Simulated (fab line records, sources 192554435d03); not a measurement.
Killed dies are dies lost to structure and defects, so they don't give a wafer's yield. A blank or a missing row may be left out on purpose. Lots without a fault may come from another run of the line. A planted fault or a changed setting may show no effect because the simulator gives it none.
fab line records | flow n5_finfet
record lots=24 wafers=72 last_day=17
route steps=1938 shown BEOL_M0@749 BEOL_M1@790
lots that met no fault: from a run of the same line without faults
start_h: hours from the record's first day to the start of the lot's first wafer shown | wait_h: hours since the lot's step before | " the same as in the row above | L1.1+2: a row that stands for several wafers | - no value, or no start given | * or withheld: withheld | < > ~ a bound
route shown NAME@n: a module of which the file shows steps, and the number in the route of the first | usual: mean/standard deviation of fault-free wafers | same: alike in all rows | chamber/n: place in a boat | sites: the reading at each site | _std_site: their standard deviation | _edge_site: outer sites' mean less inner sites' | radius_mm: how far each site lies from the wafer's centre | mask NAME#n: copy n | behind: the tool/chamber that last shaped the wafer | hold: why the lot was held/for how many hours/how that ended | device: the transistor (n, p or np) that didn't switch | end of line: the same wafers' tests at the end of the route | a step without rows: its recipe alone | killed: dies lost to structure and defects at the first sort, not the wafer's yield | map: a wafer's dies, x killed, . not, _ none there
set.NAME: the setting as run; set.NAME@STEP: as run at that earlier step | model.NAME: the simulator's own value behind a step, which no gauge read
steps of the route over a sample of lots; a table a step, a row a wafer
services: from which hour (start_h, from the record's first day; less than 0 if before it) a tool's chamber was out of use, for how many hours, and why
## steps
# step N5_BEOL_M0_RS_MEAS_126
# recipe thk_meas_gauge=four-point-probe reads=Co_of_BEOL_M0_CO_CAP_123+Cu_of_BEOL_M0_ECD_118+Co_of_BEOL_M0_CVD_115+TaN_of_BEOL_M0_ALD_136
# usual M0_RS=0.522/0.019
# columns lot.wafer tool chamber start_h wait_h M0_RS[ohm/sq]
L074.1 film_metro-01 - 117.73 0.0 0.542
L074.2 " - " " 0.521
L074.6 " - " " 0.537
L075.2 film_metro-01 - 130.85 0.1 0.569
L075.3 " - " " 0.548
L075.6 " - " " 0.517
L076.1 film_metro-02 - 136.11 0.0 0.528
L076.3 " - " " 0.552
L076.4 " - " " 0.528
L077.2 film_metro-02 - 140.24 0.1 0.514
L077.3 " - " " 0.502
L077.6 " - " " 0.510
L078.1 film_metro-02 - 146.37 0.1 0.539
L078.2 " - " " 0.533
L078.5 " - " " 0.531
L079.1 film_metro-02 - 147.72 0.3 0.512
L079.5 " - " " 0.518
L079.6 " - " " 0.536
L080.1 film_metro-02 - 157.37 0.0 0.540
L080.2 " - " " 0.528
L080.6 " - " " 0.540
L081.3 film_metro-02 - 159.07 0.1 0.495
L081.4 " - " " 0.501
L081.5 " - " " 0.524
L082.1 film_metro-02 - 165.15 0.0 0.533
L082.3 " - " " 0.497
L082.4 " - " " 0.513
L083.4 film_metro-02 - 169.84 0.0 0.521
L083.5 " - " " 0.527
L083.6 " - " " 0.530
L084.2 film_metro-02 - 177.74 0.1 0.507
L084.4 " - " " 0.484
L084.5 " - " " 0.523
L085.1 film_metro-02 - 186.69 0.0 0.531
L085.3 " - " " 0.516
L085.6 " - " " 0.519
L086.2 film_metro-02 - 192.53 0.1 0.546
L086.4 " - " " 0.514
L086.6 " - " " 0.543
L087.1 film_metro-02 - 199.88 0.0 0.521
L087.3 " - " " 0.501
L087.6 " - " " 0.498
L088.1 film_metro-02 - 207.85 0.2 0.548
L088.5 " - " " 0.526
L088.6 " - " " 0.508
L090.2 film_metro-01 - 216.88 0.1 0.532
L090.5 " - " " 0.533
L090.6 " - " " 0.531
L089.3 film_metro-02 - 217.50 0.1 0.535
L089.4 " - " " 0.523
L089.5 " - " " 0.495
L091.1 film_metro-02 - 224.99 0.0 0.542
L091.2 " - " " 0.543
L091.4 " - " " 0.536
L092.2 film_metro-02 - 227.98 0.1 0.511
L092.3 " - " " 0.511
L092.4 " - " " 0.506
L093.3 film_metro-01 - 229.99 0.1 0.550
L093.4 " - " " 0.500
L093.5 " - " " 0.505
L094.2 film_metro-01 - 239.65 0.1 0.533
L094.3 " - " " 0.501
L094.5 " - " " 0.510
L095.4 film_metro-01 - 247.58 0.0 0.517
L095.5 " - " " 0.508
L095.6 " - " " 0.516
L096.2 film_metro-01 - 248.93 0.1 0.497
L096.3 " - " " 0.487
L096.6 " - " " 0.492
L097.1 film_metro-02 - 257.00 0.1 0.531
L097.3 " - " " 0.524
L097.4 " - " " 0.514
# step N5_BEOL_M1_ETCH_77
# recipe chemistry=N2/H2 target=underlayer target_depth_a=65 mask_material=CAR-EUV time_s=5.2 ion_energy_ev=200 pressure_mtorr=30 source_w=840 bias_w=150 n2_flow_sccm=200 h2_flow_sccm=200 ends=cleared
# usual drypump_motor_current_A=5.9/0.49 etch_rf_on_time_s=5.22/0.1 h2_flow_sccm=200.1/0.61 oes_product_au=0.66/0.059 rf_vpp_V=524.5/2.5 showerhead_plenum_p_Torr=2.57/0.084 throttle_valve_pct=17.93/0.25
# columns lot.wafer tool chamber start_h wait_h drypump_motor_current_A etch_rf_on_time_s h2_flow_sccm oes_product_au rf_hours_counter_h rf_vpp_V showerhead_plenum_p_Torr throttle_valve_pct
L074.1 rie_diel-01 0 121.53 0.0 6.7 5.38 200.8 0.75 40 527.5 2.72 17.79
L074.2 " 1 " " 5.5 5.09 199.8 0.76 55 524.8 2.59 17.46
L074.6 " 0 " " 6.7 5.31 200.3 0.75 - 528.4 2.72 17.78
L075.2 rie_diel-05 3 132.88 0.0 6.3 5.31 199.9 0.69 84 523.4 2.55 18.15
L075.3 " 2 " " 5.2 5.28 200.3 0.64 158 523.4 2.55 17.77
L075.6 " 3 " " 6.3 5.27 200.2 0.69 - 524.8 2.55 18.16
L076.1 rie_diel-04 2 137.90 0.0 6.5 5.19 200.5 0.65 124 521.9 2.45 18.13
L076.3 " 0 " " 6.5 5.16 200.1 0.61 217 527.5 2.64 18.13
L076.4 " 1 " " 5.6 5.24 200.4 0.67 101 525.8 2.58 17.98
L077.2 rie_diel-01 1 144.70 0.0 5.5 4.97 200.4 0.76 62 524.2 2.59 17.46
L077.3 " 0 " " 6.7 5.30 199.4 0.73 48 527.7 2.71 17.81
L077.6 " 0 " " 6.7 5.27 200.5 0.74 - 528.1 2.72 17.83
L078.1 rie_diel-04 0 150.54 0.0 6.5 5.20 200.5 0.60 220 525.0 2.63 18.12
L078.2 " 1 " " 5.6 5.21 199.3 0.67 104 527.8 2.58 18.01
L078.5 " 0 " " 6.5 5.20 200.0 0.60 - 526.2 2.63 18.12
L079.1 rie_diel-01 2 150.95 0.0 5.3 5.25 200.7 0.81 7 522.3 2.49 17.70
L079.5 " 2 " " 5.3 5.24 200.1 0.81 - 523.1 2.49 17.71
L079.6 " 0 " " 6.8 5.33 200.2 0.73 - 529.0 2.71 17.80
L080.1 rie_diel-05 3 159.80 0.0 6.3 5.26 199.4 0.69 92 523.4 2.55 18.20
L080.2 " 1 " " 5.8 5.38 199.4 0.64 146 521.6 2.44 18.14
L080.6 " 1 " " 5.8 5.41 199.8 0.63 - 522.4 2.44 18.11
L081.3 rie_diel-04 3 162.16 0.0 5.4 5.36 199.4 0.59 238 525.0 2.61 17.87
L081.4 " 2 " " 6.4 5.21 200.2 0.64 131 521.0 2.45 18.15
L081.5 " 1 " " 5.6 5.30 199.4 0.65 - 525.8 2.57 18.02
L082.1 rie_diel-04 0 168.41 0.0 6.5 5.18 199.0 0.60 227 526.4 2.63 18.14
L082.3 " 1 " " 5.6 5.27 200.1 0.66 111 523.6 2.57 18.02
L082.4 " 3 " " 5.4 5.28 201.1 0.59 240 524.9 2.61 17.87
L083.4 rie_diel-05 1 174.62 0.0 5.8 5.41 199.7 0.63 150 520.3 2.44 18.14
L083.5 " 3 " " 6.3 5.22 198.5 0.68 - 525.2 2.55 18.18
L083.6 " 0 " " 5.7 5.13 201.1 0.68 - 528.3 2.67 17.62
L084.2 rie_diel-05 0 184.08 0.0 5.7 5.15 199.9 0.67 103 528.0 2.67 17.62
L084.4 " 3 " " 6.3 5.24 199.7 0.68 99 524.9 2.55 18.18
L084.5 " 2 " " 5.1 5.22 199.9 0.63 - 523.5 2.54 17.80
L085.1 rie_diel-05 1 189.29 0.0 5.7 5.40 200.6 0.62 155 523.9 2.43 18.15
L085.3 " 3 " " 6.3 5.21 199.7 0.68 101 524.0 2.55 18.18
L085.6 " 0 " " 5.7 5.12 200.8 0.67 - 527.2 2.67 17.60
L086.2 rie_diel-04 1 196.40 0.0 5.6 5.27 200.5 0.65 118 526.0 2.57 18.02
L086.4 " 0 " " 6.5 5.31 200.0 0.59 235 526.3 2.63 18.13
L086.6 " 3 " " 5.4 5.40 199.9 0.57 - 524.2 2.61 17.86
L087.1 rie_diel-04 1 205.23 0.0 5.6 5.26 200.5 0.65 121 523.3 2.57 18.04
L087.3 " 2 " " 6.5 5.24 199.0 0.63 144 521.0 2.44 18.17
L087.6 " 2 " " 6.4 5.25 199.3 0.63 - 522.0 2.44 18.18
L088.1 rie_diel-05 3 210.67 0.0 6.3 5.24 200.1 0.69 106 524.7 2.54 18.22
L088.5 " 0 " " 5.7 5.16 201.6 0.68 - 526.7 2.67 17.64
L088.6 " 3 " " 6.3 5.18 199.8 0.68 - 525.1 2.54 18.21
L090.2 rie_diel-01 3 219.49 0.0 5.2 4.88 199.7 0.74 59 525.4 2.57 17.98
L090.5 " 3 " " 5.2 4.87 199.6 0.73 - 529.1 2.57 17.98
L090.6 " 0 " " 6.7 5.34 201.1 0.71 - 527.4 2.71 17.83
L089.3 rie_diel-05 0 220.14 0.0 5.7 5.09 200.5 0.67 114 527.1 2.67 17.62
L089.4 " 2 " " 5.2 5.12 200.7 0.63 183 524.5 2.54 17.81
L089.5 " 0 " " 5.7 5.11 199.2 0.68 - 526.2 2.67 17.60
L091.1 rie_diel-05 3 227.88 0.0 6.3 5.24 200.8 0.68 111 525.0 2.54 18.19
L091.2 " 1 " " 5.8 5.39 200.2 0.62 166 520.8 2.43 18.18
L091.4 " 2 " " 5.2 5.21 200.0 0.62 185 524.6 2.53 17.80
L092.2 rie_diel-04 2 230.97 0.0 6.5 5.25 200.8 0.62 154 520.9 2.44 18.22
L092.3 " 1 " " 5.7 5.24 200.4 0.65 131 525.3 2.56 18.04
L092.4 " 1 " " 5.6 5.24 200.8 0.65 - 524.4 2.56 18.06
L093.3 rie_diel-04 3 231.63 0.0 5.4 5.08 200.5 0.87 0 527.8 2.61 17.38
L093.4 " 1 " " 5.6 5.27 199.9 0.63 131 523.7 2.57 18.05
L093.5 " 1 " " 5.6 5.26 200.2 0.64 - 526.9 2.57 18.06
L094.2 rie_diel-05 2 242.70 0.0 5.2 5.15 200.2 0.62 190 522.4 2.53 17.83
L094.3 " 3 " " 6.3 5.16 199.5 0.68 115 522.8 2.54 18.20
L094.5 " 3 " " 6.3 5.15 199.9 0.68 - 521.9 2.54 18.20
L095.4 rie_diel-04 2 251.34 0.0 6.5 5.29 200.7 0.62 - 518.5 2.44 18.21
L095.5 " 3 " " 5.4 5.11 199.6 0.82 - 525.6 2.60 17.40
L095.6 " 1 " " 5.6 5.30 199.2 0.63 - 523.9 2.56 18.09
L096.2 rie_diel-05 1 252.90 0.0 5.8 5.41 200.0 0.61 174 519.9 2.43 18.17
L096.3 " 3 " " 6.3 5.22 200.2 0.66 119 524.2 2.54 18.22
L096.6 " 3 " " 6.3 5.16 200.0 0.68 - 522.3 2.54 18.22
L097.1 rie_diel-05 0 260.64 0.0 5.7 5.08 200.4 0.66 125 525.0 2.66 17.63
L097.3 " 3 " " 6.3 5.16 200.4 0.68 120 525.0 2.54 18.23
L097.4 " 2 " " 5.2 5.17 199.4 0.62 194 521.4 2.53 17.83
# step N5_BEOL_M1_TRENCH_ETCH_37
# recipe chemistry=C4F6/O2 target_depth_a=552.07 target=SiOC time_s=29 ion_energy_ev=250 pressure_mtorr=30 source_w=355 bias_w=185 Ar_flow_sccm=300 C4F6_flow_sccm=10 O2_flow_sccm=10
# usual drypump_motor_current_A=5.8/0.55 oes_product_au=0.82/0.073 rf_vpp_V=670/15 showerhead_plenum_p_Torr=2.88/0.075 throttle_valve_pct=20.81/0.3
# columns lot.wafer tool chamber start_h wait_h drypump_motor_current_A oes_product_au rf_hours_counter_h rf_vpp_V showerhead_plenum_p_Torr throttle_valve_pct
L074.1 rie_diel-01 1 - - 5.5 0.88 56 670 2.88 20.30
L074.2 " 0 " " 6.8 0.87 42 682 3.00 20.67
L074.6 " 1 " " 5.5 0.88 - 669 2.88 20.31
L075.2 rie_diel-01 1 - - 5.5 0.89 59 669 2.88 20.32
L075.3 " 0 " " 6.8 0.87 44 681 2.99 20.69
L075.6 " 0 " " 6.7 0.87 - 683 2.99 20.68
L076.1 rie_diel-05 1 - - 5.8 0.75 140 659 2.74 21.10
L076.3 " 2 " " 5.2 0.74 160 658 2.85 20.72
L076.4 " 3 " " 6.3 0.81 86 642 2.89 21.29
L077.2 rie_diel-04 2 - - 6.4 0.75 126 653 2.78 21.38
L077.3 " 3 " " 5.4 0.69 233 676 2.92 20.75
L077.6 " 3 " " 5.4 0.69 - 674 2.92 20.75
L078.1 rie_diel-01 1 - - 5.5 0.87 65 668 2.87 20.31
L078.2 " 2 " " 5.3 0.95 7 680 2.81 20.90
L078.5 " 0 " " 6.7 0.85 - 681 2.99 20.70
L079.1 rie_diel-04 2 - - 6.5 0.76 128 653 2.78 21.39
L079.5 " 1 " " 5.6 0.78 - 637 2.88 20.87
L079.6 " 0 " " 6.5 0.70 - 689 2.92 20.99
L080.1 rie_diel-05 0 - - 5.7 0.80 96 690 2.99 20.57
L080.2 " 3 " " 6.3 0.82 92 643 2.88 21.30
L080.6 " 0 " " 5.7 0.80 - 692 2.99 20.58
L081.3 rie_diel-01 2 - - 5.3 0.95 11 680 2.81 20.88
L081.4 " 1 " " 5.5 0.88 68 668 2.87 20.33
L081.5 " 1 " " 5.5 0.87 - 669 2.87 20.34
L082.1 rie_diel-01 3 - - 5.2 0.86 48 664 2.89 21.02
L082.3 " 0 " " 6.7 0.86 56 682 2.99 20.71
L082.4 " 1 " " 5.5 0.87 70 667 2.87 20.33
L083.4 rie_diel-04 1 - - 5.6 0.77 116 635 2.87 20.89
L083.5 " 3 " " 5.4 0.69 - 674 2.91 20.79
L083.6 " 0 " " 6.5 0.69 - 686 2.92 21.00
L084.2 rie_diel-05 1 - - 5.8 0.73 156 658 2.73 21.14
L084.4 " 2 " " 5.2 0.74 175 660 2.84 20.72
L084.5 " 0 " " 5.7 0.79 - 690 2.98 20.59
L085.1 rie_diel-05 0 - - 5.7 0.79 107 692 2.98 20.58
L085.3 " 2 " " 5.2 0.74 175 660 2.84 20.73
L085.6 " 3 " " 6.3 0.80 - 643 2.88 21.33
L086.2 rie_diel-05 2 - - 5.2 0.74 177 659 2.84 20.74
L086.4 " 1 " " 5.8 0.73 158 658 2.73 21.14
L086.6 " 3 " " 6.3 0.81 - 642 2.88 21.31
L087.1 rie_diel-05 2 - - 5.2 0.73 179 659 2.84 20.70
L087.3 " 1 " " 5.8 0.72 160 658 2.73 21.12
L087.6 " 2 " " 5.2 0.73 - 659 2.84 20.73
L088.1 rie_diel-01 0 - - 6.7 0.85 65 682 2.98 20.71
L088.5 " 2 " " 5.3 0.92 - 678 2.80 20.90
L088.6 " 1 " " 5.5 0.86 - 668 2.87 20.35
L089.3 rie_diel-01 1 - - 5.5 0.85 82 668 2.87 20.35
L089.4 " 3 " " 5.2 0.85 61 664 2.89 21.06
L089.5 " 3 " " 5.2 0.83 - 665 2.89 21.04
L090.2 rie_diel-01 3 - - 5.2 0.84 62 664 2.89 21.03
L090.5 " 1 " " 5.5 0.85 - 668 2.87 20.35
L090.6 " 2 " " 5.4 0.90 - 680 2.80 20.92
L091.1 rie_diel-01 0 - - 6.7 0.84 69 681 2.98 20.73
L091.2 " 2 " " 5.3 0.91 27 680 2.80 20.90
L091.4 " 1 " " 5.5 0.84 84 669 2.87 20.34
L092.2 rie_diel-04 2 - - 6.4 0.73 154 652 2.77 21.43
L092.3 " 1 " " 5.6 0.75 131 637 2.87 20.90
L092.4 " 0 " " 6.5 0.69 249 688 2.91 21.03
L093.3 rie_diel-01 2 - - 5.3 0.89 31 679 2.80 20.91
L093.4 " 0 " " 6.8 0.83 73 682 2.98 20.73
L093.5 " 2 " " 5.3 0.90 - 679 2.80 20.89
L094.2 rie_diel-01 3 - - 5.2 0.84 70 662 2.88 21.05
L094.3 " 0 " " 6.7 0.83 76 680 2.98 20.75
L094.5 " 3 " " 5.2 0.84 - 663 2.88 21.06
L095.4 rie_diel-05 1 - - 5.8 0.72 175 657 2.73 21.14
L095.5 " 1 " " 5.8 0.72 - 657 2.73 21.16
L095.6 " 0 " " 5.7 0.77 - 690 2.97 20.59
L096.2 rie_diel-01 1 - - 5.5 0.85 92 668 2.86 20.39
L096.3 " 2 " " 5.3 0.89 36 678 2.80 20.92
L096.6 " 3 " " 5.2 0.84 - 664 2.88 21.07
L097.1 rie_diel-01 2 - - 5.3 0.90 36 679 2.80 20.92
L097.3 " 1 " " 5.5 0.85 92 669 2.86 20.36
L097.4 " 0 " " 6.8 0.83 78 679 2.98 20.74
# step N5_BEOL_M1_ANNEAL_49
# recipe temp_c=400 time_s=240 ambient=vacuum
# usual heater_power_w=825/82
# columns lot.wafer tool chamber start_h wait_h heater_power_w
L074.1 pvd_sputter-03 - 128.05 0.1 851
L074.2 " - " " 791
L074.6 " - " " 804
L075.2 pvd_sputter-02 - 136.97 0.0 856
L075.3 " - " " 700
L075.6 " - " " 710
L076.1 pvd_sputter-02 - 141.43 0.0 858
L076.3 " - " " 732
L076.4 " - " " 704
L077.2 pvd_sputter-03 - 147.76 0.0 885
L077.3 " - " " 817
L077.6 " - " " 939
L078.1 pvd_sputter-01 - 153.30 0.0 862
L078.2 " - " " 743
L078.5 " - " " 992
L079.1 pvd_sputter-03 - 153.80 0.0 814
L079.5 " - " " 860
L079.6 " - " " 933
L080.1 pvd_sputter-03 - 161.83 0.0 874
L080.2 " - " " 949
L080.6 " - " " 793
L081.3 pvd_sputter-03 - 166.11 0.0 811
L081.4 " - " " 939
L081.5 " - " " 845
L082.1 pvd_sputter-01 - 171.44 0.0 693
L082.3 " - " " 776
L082.4 " - " " 955
L083.4 pvd_sputter-03 - 192.42 0.0 935
L083.5 " - " " 854
L083.6 " - " " 801
L084.2 pvd_sputter-01 - 192.64 0.0 972
L084.4 " - " " 878
L084.5 " - " " 865
L085.1 pvd_sputter-03 - 194.26 0.0 840
L085.3 " - " " 865
L085.6 " - " " 917
L086.2 pvd_sputter-02 - 199.79 0.0 714
L086.4 " - " " 776
L086.6 " - " " 855
L087.1 pvd_sputter-02 - 209.53 0.0 846
L087.3 " - " " 726
L087.6 " - " " 829
L088.1 pvd_sputter-03 - 215.32 0.0 799
L088.5 " - " " 802
L088.6 " - " " 871
L089.3 pvd_sputter-03 - 226.63 0.0 875
L089.4 " - " " 796
L089.5 " - " " 807
L090.2 pvd_sputter-02 - 227.79 0.0 773
L090.5 " - " " 705
L090.6 " - " " 762
L091.1 pvd_sputter-02 - 230.63 0.0 773
L091.2 " - " " 857
L091.4 " - " " 697
L092.2 pvd_sputter-01 - 235.79 0.0 968
L092.3 " - " " 864
L092.4 " - " " 697
L093.3 pvd_sputter-03 - 241.96 0.0 859
L093.4 " - " " 796
L093.5 " - " " 867
L094.2 pvd_sputter-01 - 256.86 0.0 988
L094.3 " - " " 865
L094.5 " - " " 712
L095.4 pvd_sputter-03 - 259.93 0.0 802
L095.5 " - " " 794
L095.6 " - " " 871
L096.2 pvd_sputter-03 - 262.87 0.0 860
L096.3 " - " " 862
L096.6 " - " " 885
L097.1 pvd_sputter-02 - 264.43 0.0 700
L097.3 " - " " 842
L097.4 " - " " 772
# step N5_BEOL_M1_ANNEAL_80
# recipe temp_c=400 time_s=240 ambient=vacuum
# usual heater_power_w=823/83
# columns lot.wafer tool chamber start_h wait_h heater_power_w
L074.1 pvd_sputter-03 - 128.49 0.1 853
L074.2 " - " " 797
L074.6 " - " " 798
L075.2 pvd_sputter-02 - 137.19 0.0 838
L075.3 " - " " 727
L075.6 " - " " 693
L076.1 pvd_sputter-02 - 141.65 0.0 830
L076.3 " - " " 735
L076.4 " - " " 707
L077.2 pvd_sputter-03 - 147.98 0.0 887
L077.3 " - " " 778
L077.6 " - " " 930
L078.1 pvd_sputter-01 - 153.52 0.0 886
L078.2 " - " " 767
L078.5 " - " " 976
L079.1 pvd_sputter-03 - 154.02 0.0 802
L079.5 " - " " 867
L079.6 " - " " 932
L080.1 pvd_sputter-03 - 162.05 0.0 852
L080.2 " - " " 939
L080.6 " - " " 790
L081.3 pvd_sputter-03 - 166.33 0.0 781
L081.4 " - " " 924
L081.5 " - " " 886
L082.1 pvd_sputter-01 - 171.66 0.0 696
L082.3 " - " " 763
L082.4 " - " " 981
L083.4 pvd_sputter-03 - 192.64 0.0 921
L083.5 " - " " 878
L083.6 " - " " 784
L084.2 pvd_sputter-01 - 192.86 0.0 987
L084.4 " - " " 860
L084.5 " - " " 871
L085.1 pvd_sputter-03 - 194.48 0.0 854
L085.3 " - " " 845
L085.6 " - " " 922
L086.2 pvd_sputter-02 - 200.01 0.0 709
L086.4 " - " " 775
L086.6 " - " " 863
L087.1 pvd_sputter-02 - 209.75 0.0 849
L087.3 " - " " 705
L087.6 " - " " 856
L088.1 pvd_sputter-03 - 215.54 0.0 802
L088.5 " - " " 799
L088.6 " - " " 868
L089.3 pvd_sputter-03 - 226.85 0.0 843
L089.4 " - " " 779
L089.5 " - " " 797
L090.2 pvd_sputter-02 - 228.01 0.0 763
L090.5 " - " " 699
L090.6 " - " " 760
L091.1 pvd_sputter-02 - 230.85 0.0 769
L091.2 " - " " 842
L091.4 " - " " 719
L092.2 pvd_sputter-01 - 236.01 0.0 975
L092.3 " - " " 863
L092.4 " - " " 697
L093.3 pvd_sputter-03 - 242.20 0.0 874
L093.4 " - " " 791
L093.5 " - " " 856
L094.2 pvd_sputter-01 - 257.08 0.0 978
L094.3 " - " " 877
L094.5 " - " " 709
L095.4 pvd_sputter-03 - 260.15 0.0 804
L095.5 " - " " 807
L095.6 " - " " 883
L096.2 pvd_sputter-03 - 263.09 0.0 860
L096.3 " - " " 851
L096.6 " - " " 889
L097.1 pvd_sputter-02 - 264.65 0.0 692
L097.3 " - " " 854
L097.4 " - " " 746
# step N5_BEOL_M1_ANNEAL_82
# recipe temp_c=400 time_s=240 ambient=vacuum
# usual heater_power_w=827/82
# columns lot.wafer tool chamber start_h wait_h heater_power_w
L074.1 pvd_sputter-03 - 128.93 0.1 882
L074.2 " - " " 798
L074.6 " - " " 816
L075.2 pvd_sputter-02 - 137.41 0.0 844
L075.3 " - " " 704
L075.6 " - " " 693
L076.1 pvd_sputter-02 - 141.87 0.0 845
L076.3 " - " " 704
L076.4 " - " " 714
L077.2 pvd_sputter-03 - 148.20 0.0 896
L077.3 " - " " 808
L077.6 " - " " 975
L078.1 pvd_sputter-01 - 153.74 0.0 882
L078.2 " - " " 778
L078.5 " - " " 960
L079.1 pvd_sputter-03 - 154.24 0.0 803
L079.5 " - " " 842
L079.6 " - " " 924
L080.1 pvd_sputter-03 - 162.27 0.0 867
L080.2 " - " " 937
L080.6 " - " " 807
L081.3 pvd_sputter-03 - 166.55 0.0 783
L081.4 " - " " 946
L081.5 " - " " 870
L082.1 pvd_sputter-01 - 171.88 0.0 712
L082.3 " - " " 782
L082.4 " - " " 981
L083.4 pvd_sputter-03 - 192.86 0.0 901
L083.5 " - " " 858
L083.6 " - " " 797
L084.2 pvd_sputter-01 - 193.08 0.0 979
L084.4 " - " " 868
L084.5 " - " " 867
L085.1 pvd_sputter-03 - 194.70 0.0 849
L085.3 " - " " 875
L085.6 " - " " 950
L086.2 pvd_sputter-02 - 200.23 0.0 710
L086.4 " - " " 775
L086.6 " - " " 828
L087.1 pvd_sputter-02 - 209.97 0.0 853
L087.3 " - " " 711
L087.6 " - " " 863
L088.1 pvd_sputter-03 - 215.76 0.0 792
L088.5 " - " " 785
L088.6 " - " " 866
L089.3 pvd_sputter-03 - 227.07 0.0 875
L089.4 " - " " 807
L089.5 " - " " 807
L090.2 pvd_sputter-02 - 228.23 0.0 758
L090.5 " - " " 698
L090.6 " - " " 769
L091.1 pvd_sputter-02 - 231.07 0.0 758
L091.2 " - " " 851
L091.4 " - " " 694
L092.2 pvd_sputter-01 - 236.23 0.0 985
L092.3 " - " " 857
L092.4 " - " " 705
L093.3 pvd_sputter-03 - 242.44 0.0 840
L093.4 " - " " 819
L093.5 " - " " 875
L094.2 pvd_sputter-01 - 257.30 0.0 992
L094.3 " - " " 868
L094.5 " - " " 711
L095.4 pvd_sputter-03 - 260.37 0.0 777
L095.5 " - " " 798
L095.6 " - " " 864
L096.2 pvd_sputter-03 - 263.31 0.0 888
L096.3 " - " " 859
L096.6 " - " " 870
L097.1 pvd_sputter-02 - 264.87 0.0 729
L097.3 " - " " 851
L097.4 " - " " 760
## services
# columns tool chamber start_h hours kind
rie_diel-01 2 104.60 - clean
rie_diel-01 2 104.60 - consumable_replace:focus_ring
rie_diel-01 2 104.60 26.7 scheduled_down
rie_diel-01 2 104.60 26.7 vent_cycle
pvd_sputter-01 - 107.88 1.9 repair
rie_diel-01 3 108.65 45.3 repair
pvd_sputter-03 - 117.71 8.4 repair
rie_diel-05 0 121.56 1.7 repair
pvd_sputter-03 - 169.46 17.4 repair
rie_diel-04 3 202.30 - clean
rie_diel-04 3 202.30 - consumable_replace:focus_ring
rie_diel-04 3 202.30 28.8 scheduled_down
rie_diel-04 3 202.30 28.8 vent_cycle
rie_diel-01 - 206.39 0.5 repair
rie_diel-04 0 239.05 - clean
rie_diel-04 0 239.05 - consumable_replace:focus_ring
rie_diel-04 0 239.05 24.7 scheduled_down
rie_diel-04 0 239.05 24.7 vent_cycle
## key
fault none
